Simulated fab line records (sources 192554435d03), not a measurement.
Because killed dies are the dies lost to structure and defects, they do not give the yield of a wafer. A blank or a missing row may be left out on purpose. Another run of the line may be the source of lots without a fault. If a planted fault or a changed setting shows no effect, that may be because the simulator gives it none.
Which tool did it?    flow n5Finfet    10 lots with 29 wafers sampled at 4 steps, on a route of 1938 steps

## WHAT THE GAUGES SHOWED, per wafer
N5_BEOL_M14_INSPECT_55: inspects for defects (darkfield).
lot   measured      on                rawDefectCount
L641  day 12 05:23  defectInspect-01  104 108 98
L640  day 12 12:58  defectInspect-01  67 62 112
L642  day 12 19:26  defectInspect-02  46 62
L645  day 14 03:53  defectInspect-02  74 73 94
L647  day 14 12:44  defectInspect-01  67 57 34
L648  day 14 22:19  defectInspect-01  79 96 76
L651  day 16 04:04  defectInspect-02  527 551 532
L653  day 16 22:02  defectInspect-01  517 562 553
L656  day 17 16:25  defectInspect-01  538 486 497
L662  day 18 16:47  defectInspect-02  66 48 65

## TOOL THAT RAN EACH LOT (tool first, then ch and the chambers of the sampled wafers, then the start)
lot   N5_BEOL_M14_STRIP_64                          N5_BEOL_M14_ETCH_67                N5_BEOL_M14_DEP_53
L641  rieDiel-03 ch 0,2,3, day 11 22:11 or earlier  rieDiel-04 ch 1,2,3, day 11 22:16  pecvd-02 ch 0,1,2, day 12 05:18
L640  rieDiel-01 ch 0,2, day 12 07:00 or earlier    rieDiel-01 ch 0,3, day 12 07:04    pecvd-03 ch 0,2, day 12 12:52
L642  rieDiel-04 ch 1,2, day 12 15:26 or earlier    rieDiel-03 ch 0,1, day 12 15:31    pecvd-03 ch 2, day 12 19:20
L645  rieDiel-01 ch 0,1,3, day 13 19:19 or earlier  rieDiel-04 ch 1,3, day 13 19:23    pecvd-02 ch 0,1,2, day 14 03:47
L647  rieDiel-01 ch 2,3, day 14 10:20 or earlier    rieDiel-01 ch 1,2, day 14 10:25    pecvd-01 ch 0,1, day 14 12:39
L648  rieDiel-01 ch 1,3, day 14 14:10 or earlier    rieDiel-01 ch 0,1,2, day 14 14:21  pecvd-02 ch 0,1, day 14 22:13
L651  rieDiel-01 ch 2,3, day 16 00:11 or earlier    rieDiel-01 ch 0,1,2, day 16 00:17  pecvd-03 ch 0,1, day 16 03:58
L653  rieDiel-04 ch 0,1,2, day 16 16:31 or earlier  rieDiel-03 ch 0,1,3, day 16 16:35  pecvd-03 ch 0,1,2, day 16 21:57
L656  rieDiel-03 ch 0,3, day 17 11:28 or earlier    rieDiel-03 ch 0,1, day 17 11:51    pecvd-03 ch 0,1,2, day 17 16:20
L662  rieDiel-01 ch 0,3, day 18 13:48 or earlier    rieDiel-01 ch 0,1, day 18 14:05    pecvd-02 ch 0,2, day 18 16:42
- N5_BEOL_M14_STRIP_64: strips in O2.
- N5_BEOL_M14_ETCH_67: etches SiARC in CF4, target depth 143 nm, time 238.3 s.
- N5_BEOL_M14_DEP_53: deposits SiCN from 3MS/NH3, target thk 50 nm, time 17.8 s.

## THE ANSWER, worked out from the rows above alone
Rule: what is usual is taken from the lots themselves. Put in order of their means at a reading, lots are off if they are a third of the lots or fewer, leave a main group of 4 or more, and stand apart from it by a gap of 3 or more times the standard deviation of the main group's means; of several such gaps the widest counts. If all means in a main group match to the digits the tables above print for the reading, that group is not used. Also off: a lot with no number at a reading for which 4 or more lots have one. All remaining lots with rows at the step are treated as sound.
Off at N5_BEOL_M14_INSPECT_55 (rawDefectCount): L651, L653, L656. Mean 73 and standard deviation 17 in the main group.
If a tool, at a process step before that reading, ran all the lots that are off and no sound lot after the first of them, it fits. Those tools and the gauges at N5_BEOL_M14_INSPECT_55 are tried in the same way. N5_BEOL_M14_STRIP_64: start missing for some lots; hours and lot order therefore follow N5_BEOL_M14_INSPECT_30. One candidate fits, namely pecvd-03 at N5_BEOL_M14_DEP_53. Its last sound lot is L642 (day 12 19:20), its first lot that is off L651 (day 16 03:58): a fault that began between those two fits.

## WHAT THE SIMULATOR HAD INSERTED
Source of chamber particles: pecvd-03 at N5_BEOL_M14_DEP_53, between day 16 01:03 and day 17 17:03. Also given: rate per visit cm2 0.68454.
Lots struck among those shown: L651, L653, L656. This agrees with what the rule above found.
